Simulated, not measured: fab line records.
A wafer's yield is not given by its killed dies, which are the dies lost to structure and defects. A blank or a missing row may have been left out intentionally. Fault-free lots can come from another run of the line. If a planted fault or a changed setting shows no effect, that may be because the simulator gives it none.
Split-lot study	flow n5_finfet	on a route of 1938 steps: 7 lots, 21 wafers read

## SPLIT DETAILS
At N5_BEOL_M4_TRENCH_ETCH_37 (etches SiOC in C4F6/O2, target depth 55.555 nm, time 29.2 s), the setting bias_w was moved away from the recipe's 185 W on 6 of the 21 wafers read, by -16.8% to +11.3%. For the rest of the wafers, this setting stayed at what the recipe calls for.

Reading taken at the split's own step.

## THE READING
rf_vpp_V, in V, at N5_BEOL_M4_TRENCH_ETCH_37 (etches SiOC in C4F6/O2, target depth 55.555 nm, time 29.2 s). A value of 662 V with a standard deviation of 11 V is what fault-free wafers of this fab line usually give.

wafer	tool, chamber at the split	bias_w as run, W	against the recipe	rf_vpp_V, V	against lot-mates on the recipe
L076.1	rie_diel-03, 2	205.9	+11.3%	719	+61
L076.4	rie_diel-03, 0	185	recipe	658	-
L076.5	rie_diel-03, 0	205.9	+11.3%	713	+55
L084.1	rie_diel-04, 0	167.7	-9.4%	608	-60
L084.4	rie_diel-04, 0	185	recipe	658	-
L084.5	rie_diel-04, 1	185	recipe	677	-
L085.1	rie_diel-03, 2	185	recipe	662	-
L085.3	rie_diel-03, 3	185	recipe	642	-
L085.5	rie_diel-03, 2	174.5	-5.7%	630	-22
L086.2	rie_diel-04, 2	185	recipe	679	-
L086.4	rie_diel-04, 1	167.5	-9.5%	626	-53
L086.5	rie_diel-04, 2	185	recipe	679	-
L088.1	rie_diel-03, 1	185	recipe	672	-
L088.4	rie_diel-03, 3	185	recipe	642	-
L088.6	rie_diel-03, 2	153.9	-16.8%	571	-86
L089.2	rie_diel-03, 3	185	recipe	643	-
L089.3	rie_diel-03, 2	185	recipe	660	-
L089.6	rie_diel-03, 1	185	recipe	672	-
L091.1	rie_diel-03, 2	185	recipe	660	-
L091.4	rie_diel-03, 0	185	recipe	657	-
L091.6	rie_diel-03, 1	185	recipe	672	-

FIT RESULTS
A straight line over all 21 wafers: rf_vpp_V changes by +5.05 V for each +1% of bias_w; r = +0.94; the points scatter about the line by 12 V.
The same after taking each lot's own level away (the mean of its wafers on the recipe; 21 wafers): +5.27 V for each +1%; r = +0.96; scatter 9.1 V.
On that fit, the largest move of bias_w shifts the reading by 89 V.
Across the lots, their own levels run from 652.0 to 679.0 V, a range of 2.5 times the standard deviation given above.
Hence the lot-to-lot level has little effect on the slope; both slopes agree.
Check: with one of the wafers moved furthest among these (-16.8%) left out of the fit, the line predicts -90.6 V for it against its lot-mates. Against them it came out at -86 V.
Tool readings at the split's step, against how far the setting was moved: rf_vpp_V r = +0.94.

## OTHER SPLITS APPLIED TO THESE WAFERS
Other splits were also applied to these wafers ahead of the reading. Each is held against what the fit with the lots' levels taken away leaves over:
other split on the same wafers	wafers away from the commonest value	r with rf_vpp_V (lot level and that fit taken away)
N5_BEOL_M0_SAQP_SPACER1_ALD_98 ald_cycles	7	-0.02
N5_BEOL_M0_CUTY_ETCH_63 time_s	6	-0.18
N5_BEOL_M0_ETCH_138 source_w	7	-0.04
N5_BEOL_M2_COAT_05 spin_rpm	3	-0.07
N5_BEOL_M2_ETCH_74 source_w	8	-0.43
N5_BEOL_M3_SPUTTER_81 time_s	7	-0.33

## FILE'S OWN FIT
rf_vpp_V changes by +5.29 V for each +1% of bias_w, r = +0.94.
